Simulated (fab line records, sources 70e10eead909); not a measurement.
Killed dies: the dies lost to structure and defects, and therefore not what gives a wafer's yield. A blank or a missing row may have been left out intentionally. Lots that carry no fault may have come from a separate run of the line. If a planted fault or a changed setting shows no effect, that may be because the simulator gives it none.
What tool caused it? -- flow nandHarc -- 36 wafers from 12 lots sampled at 6 of the route's 1159 steps

## WHAT EACH GAUGE READ, for each wafer
NHARC_P_M1_CD_MEAS_09 targets a cd of 130 nm. Usual: 130.2 nm for cdNm, sd 0.72.
lot,measured,on,cdNm (nm),flag
L151,day 6 09:45,cdSem-02,129.6 130.0 130.2,
L154,day 6 13:08,cdSem-03,130.3 130.5 131.2,
L153,day 6 15:12,cdSem-02,129.1 129.2 128.7,
L155,day 7 00:08,cdSem-03,128.6 128.4 128.5,
L160,day 8 06:08,cdSem-02,135.9 136.8 136.7 136.2 136.4 136.7,OFF
L163,day 9 02:47,cdSem-01,137.2 137.9 136.8 137.5 137.6 137.1,OFF
L165,day 9 03:05,cdSem-01,131.1 129.5 130.3,
L162,day 9 04:17,cdSem-03,136.6 136.0 135.5 136.6 135.9 135.5,OFF
L164,day 9 11:28,cdSem-01,129.6 129.6 129.9,
L166,day 10 00:10,cdSem-02,129.8 131.7 130.7,
L167,day 10 03:36,cdSem-01,131.0 130.9 132.3,
L173,day 11 08:38,cdSem-01,131.0 130.4 131.6,

NHARC_END_SORT_01. Usual: defectLimitedYield 95.3 %, standard deviation 1.3; killedAtArray 28, standard deviation 9.1; killedAtOther 0.6, standard deviation 0.87; killedAtPeriphery 3.4, standard deviation 2.7; killedDies 32, standard deviation 9; killedOpen 3.2, standard deviation 1.9; killedShort 2.0, standard deviation 1.3; sort_bin_2_pct 1.5 %, standard deviation 0.57; sort_bin_3_pct 0.26 %, standard deviation 0.22; sort_bin_4_pct 2.9 %, standard deviation 0.91; sortNPass 645, standard deviation 9; sortRimYieldPct 93 %, standard deviation 3.3; sortYieldPct 95.3 %, standard deviation 1.3.
lot,measured,on,defectLimitedYield (%),killedAtArray,killedAtOther,killedAtPeriphery,killedDies,killedOpen,killedShort,sort_bin_2_pct (%),sort_bin_3_pct (%),sort_bin_4_pct (%),sortNPass,sortRimYieldPct (%),sortYieldPct (%),flag
L163,day 22 22:19,prober-02,95.6 94.7 96.0,29 33 26,0 0 0,1 3 1,30 36 27,1 4 4,4 3 3,1.6 2.2 1.2,0.15 0 0.30,2.7 3.1 2.5,647 641 650,91 96 93,95.6 94.7 96.0,

## EACH LOT AND THE TOOL THAT RAN IT (in order: tool; ch and the chambers of the sampled wafers; start)
lot,NHARC_P_M0_DEGAS_28,NHARC_P_M0_PVD_20,NHARC_P_M1_PEB_07,NHARC_P_M1_DESCUM_14
L151,"pvdSputter-01, day 6 06:38","pvdSputter-01, day 6 09:40 or earlier","lithoTrack-01 ch 0, day 6 09:40","rieDiel-03 ch 0,1,2, day 6 09:57"
L154,"pvdSputter-02, day 6 10:19","pvdSputter-02, day 6 13:03 or earlier","lithoTrack-04 ch 0, day 6 13:03","rieDiel-04 ch 0,2,3, day 6 13:19"
L153,"pvdSputter-01, day 6 12:11","pvdSputter-01, day 6 15:07 or earlier","lithoTrack-01 ch 0, day 6 15:07","rieDiel-08 ch 0,2,3, day 6 15:23"
L155,"pvdSputter-03, day 6 17:18","pvdSputter-03, day 7 00:04 or earlier","lithoTrack-01 ch 0, day 7 00:04","rieDiel-03 ch 0,1, day 7 00:20"
L160,"pvdSputter-01, day 8 03:08","pvdSputter-01, day 8 06:03 or earlier","lithoTrack-01 ch 0, day 8 06:03","rieDiel-04 ch 2,3, day 8 13:20"
L163,"pvdSputter-01, day 8 23:40","pvdSputter-01, day 9 02:42 or earlier","lithoTrack-01 ch 0, day 9 02:42","rieDiel-04 ch 1,2, day 9 06:27"
L165,"pvdSputter-03, day 9 00:06","pvdSputter-03, day 9 03:01 or earlier","lithoTrack-04 ch 0, day 9 03:01","rieDiel-03 ch 1,2,3, day 9 03:19"
L162,"pvdSputter-02, day 9 01:02","pvdSputter-02, day 9 04:12 or earlier","lithoTrack-01 ch 0, day 9 04:12","rieDiel-04 ch 1,2,3, day 9 06:06"
L164,"pvdSputter-03, day 9 08:17","pvdSputter-03, day 9 11:23 or earlier","lithoTrack-06 ch 0, day 9 11:23","rieDiel-08 ch 0,2, day 9 11:38"
L166,"pvdSputter-03, day 9 21:13","pvdSputter-03, day 10 00:05 or earlier","lithoTrack-04 ch 0, day 10 00:05","rieDiel-08 ch 1,3, day 10 00:21"
L167,"pvdSputter-01, day 10 00:38","pvdSputter-01, day 10 03:31 or earlier","lithoTrack-04 ch 0, day 10 03:31","rieDiel-08 ch 0,3, day 10 03:47"
L173,"pvdSputter-03, day 11 05:43","pvdSputter-03, day 11 08:34 or earlier","lithoTrack-04 ch 0, day 11 08:34","rieDiel-04 ch 0,1,3, day 11 08:50"
- NHARC_P_M0_DEGAS_28: time 60 s.
- NHARC_P_M0_PVD_20: deposits TaN, target thk 5 nm, time 8.06 s.
- NHARC_P_M1_PEB_07: peb time 65 s.
- NHARC_P_M1_DESCUM_14: chemistry O2, time 3 s.

## WHAT THE TOOLS THEMSELVES READ (means of the sampled wafers that have a number; where no wafer has one, the mark that the record gives instead)
NHARC_P_M0_DEGAS_28. Usual: 352 W for heaterPowerW, sd 47.
lot,tool,heaterPowerW (W),flag
L151,pvdSputter-01,339,
L154,pvdSputter-02,366,
L153,pvdSputter-01,337,
L155,pvdSputter-03,364,
L160,pvdSputter-01,336,
L163,pvdSputter-01,328,
L165,pvdSputter-03,362,
L162,pvdSputter-02,350,
L164,pvdSputter-03,375,
L166,pvdSputter-03,359,
L167,pvdSputter-01,333,
L173,pvdSputter-03,367,

NHARC_P_M0_PVD_20. Usual: 29.8 % for throttleValvePct, sd 0.97.
lot,tool,throttleValvePct (%),flag
L151,pvdSputter-01,29.5,
L154,pvdSputter-02,30.2,
L153,pvdSputter-01,30.3,
L155,pvdSputter-03,30.0,
L160,pvdSputter-01,29.2,
L163,pvdSputter-01,29.5,
L165,pvdSputter-03,29.8,
L162,pvdSputter-02,30.2,
L164,pvdSputter-03,29.8,
L166,pvdSputter-03,29.5,
L167,pvdSputter-01,30.4,
L173,pvdSputter-03,29.6,

NHARC_P_M1_DESCUM_14. Usual: drypumpMotorCurrentA 5.7 A, standard deviation 0.43; oesProductAu 1.000 a.u., standard deviation 0.0095; rfVppV 57.8 V, standard deviation 0.86; showerheadPlenumPTorr 1.91 Torr, standard deviation 0.072; throttleValvePct 11.311 %, standard deviation 0.0094.
lot,tool,drypumpMotorCurrentA (A),oesProductAu (a.u.),rfVppV (V),showerheadPlenumPTorr (Torr),throttleValvePct (%),flag
L151,rieDiel-03,5.5,1.002,58.0,1.88,11.310,
L154,rieDiel-04,5.5,1.000,57.4,1.91,11.308,
L153,rieDiel-08,5.9,0.999,57.7,1.92,11.316,
L155,rieDiel-03,5.4,1.015,57.7,1.83,11.307,
L160,rieDiel-04,5.6,1.014,57.9,1.94,11.308,
L163,rieDiel-04,6.0,0.992,58.2,1.99,11.317,
L165,rieDiel-03,5.7,1.001,58.5,1.93,11.307,
L162,rieDiel-04,5.9,1.001,58.2,1.95,11.306,
L164,rieDiel-08,5.7,0.996,56.9,1.95,11.316,
L166,rieDiel-08,6.1,1.003,57.1,1.87,11.303,
L167,rieDiel-08,6.2,1.004,58.1,1.90,11.313,
L173,rieDiel-04,5.6,0.997,58.0,1.89,11.317,

## THE ANSWER, worked out from the rows above alone
Rule: take the mean of a lot's wafers that have a number; if it is more than 3 standard deviations from the usual mean, the lot is off. Also off: a lot with no number at a reading for which 4 or more lots have one. Where the step has rows for the other lots, those lots are counted as sound. After the gauges, taken in route order, come the tools' own readings; for these a lot's mean is taken, as printed above. The first step at which some lot is off is used, and at that step the reading that is off furthest; a lot without a number counts as furthest.
Off: L160, L163, L162 (NHARC_P_M1_CD_MEAS_09, cdNm).
A tool fits if, at a process step before that reading, it ran every lot that is off, and no sound lot after the first of them. Gauges at NHARC_P_M1_CD_MEAS_09: tried the same way as those tools. NHARC_P_M0_PVD_20 gives no start for some lots, so the hours and the order of its lots are those of NHARC_P_M1_PEB_07. One fits: lithoTrack-01 at NHARC_P_M1_PEB_07. Its last sound lot is L155 (day 7 00:04), its first lot that is off L160 (day 8 06:03): a fault that began between those two fits.

## WHAT WAS PUT IN BY THE SIMULATOR
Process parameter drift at NHARC_P_M1_PEB_07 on lithoTrack-01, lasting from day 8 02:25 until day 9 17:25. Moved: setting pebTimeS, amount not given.
Struck lots among those shown: L160, L163, L162. The rule above found the same.
